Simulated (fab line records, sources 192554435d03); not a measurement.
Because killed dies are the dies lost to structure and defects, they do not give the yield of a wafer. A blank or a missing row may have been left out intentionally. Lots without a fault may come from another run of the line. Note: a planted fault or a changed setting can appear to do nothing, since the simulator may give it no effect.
Matching of chambers	flow n5Finfet	N5_FIN_CUT_STRIP_22 on rieDiel-04 has 4 sister chambers
The step strips in N2/H2. 22 wafers are shown with their chamber, then 11 later ones without.

== WAFERS PAIRED WITH THEIR CHAMBERS ==
wafer	chamber	drypumpMotorCurrentA (A)	throttleValvePct (%)	showerheadPlenumPTorr (Torr)
L075.1	3	5.1	19.0	3.31
L075.3	1	5.3	18.8	3.34
L075.5	1	5.3	18.8	3.34
L076.1	2	5.7	20.0	3.23
L076.4	0	5.9	19.4	3.39
L076.6	1	5.3	18.8	3.34
L077.3	1	5.3	18.8	3.34
L077.4	0	5.9	19.4	3.39
L077.6	3	5.2	19.1	3.31
L078.2	1	5.3	18.8	3.34
L078.3	2	5.7	20.0	3.23
L078.6	3	5.2	19.0	3.30
L080.4	1	5.3	18.8	3.34
L080.5	2	5.7	20.0	3.22
L080.6	3	5.2	19.0	3.30
L081.3	3	5.2	19.1	3.30
L081.5	2	5.7	20.0	3.22
L081.6	3	5.2	19.0	3.30
L082.2	2	5.7	20.0	3.22
L082.4	0	5.9	19.5	3.38
L082.5	3	5.1	19.1	3.30
L087.1	1	5.3	18.8	3.33

SIGNATURES, as means of the wafers listed above
reading	chamber 0	chamber 1	chamber 2	chamber 3	scatter within a chamber
drypumpMotorCurrentA	5.900	5.300	5.700	5.171	0.0282
throttleValvePct	19.433	18.800	20.000	19.043	0.0364
showerheadPlenumPTorr	3.3867	3.3386	3.2240	3.3029	0.0048
Rule: a wafer's distance from a chamber is the root of the sum, over the readings, of the square of ((its reading less the chamber's mean) divided by the reading's scatter). The wafer belongs to the nearest chamber; if the next one is less than 2 further off, it can't be placed. The scatter: the root of (the sum of the squares of (reading less its chamber's mean) over the shown wafers, divided by (wafers less chambers)).

== WAFERS WHOSE CHAMBER IS MISSING ==
wafer	drypumpMotorCurrentA (A)	throttleValvePct (%)	showerheadPlenumPTorr (Torr)
L087.3	5.9	19.5	3.38
L087.5	5.7	20.0	3.22
L088.1	5.9	19.5	3.38
L088.4	5.2	19.0	3.29
L088.5	5.7	20.0	3.22
L092.1	5.2	18.9	3.33
L092.2	5.1	19.1	3.29
L092.3	5.9	19.5	3.37
L097.2	5.2	18.9	3.32
L097.3	5.9	19.5	3.37
L097.5	5.9	19.5	3.37

== CHAMBER TAKEN BY EACH ==
wafer	from the rows above	in truth
L087.3	0	0
L087.5	2	2
L088.1	0	0
L088.4	3	3
L088.5	2	2
L092.1	1	1
L092.2	3	3
L092.3	0	0
L097.2	can't be placed: 3 or 1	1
L097.3	0	0
L097.5	0	0
Correct placement for 10 of the 11. Unplaceable from these rows: 1, with the true chamber sitting among the candidates in 1. Placed wrongly: 0.
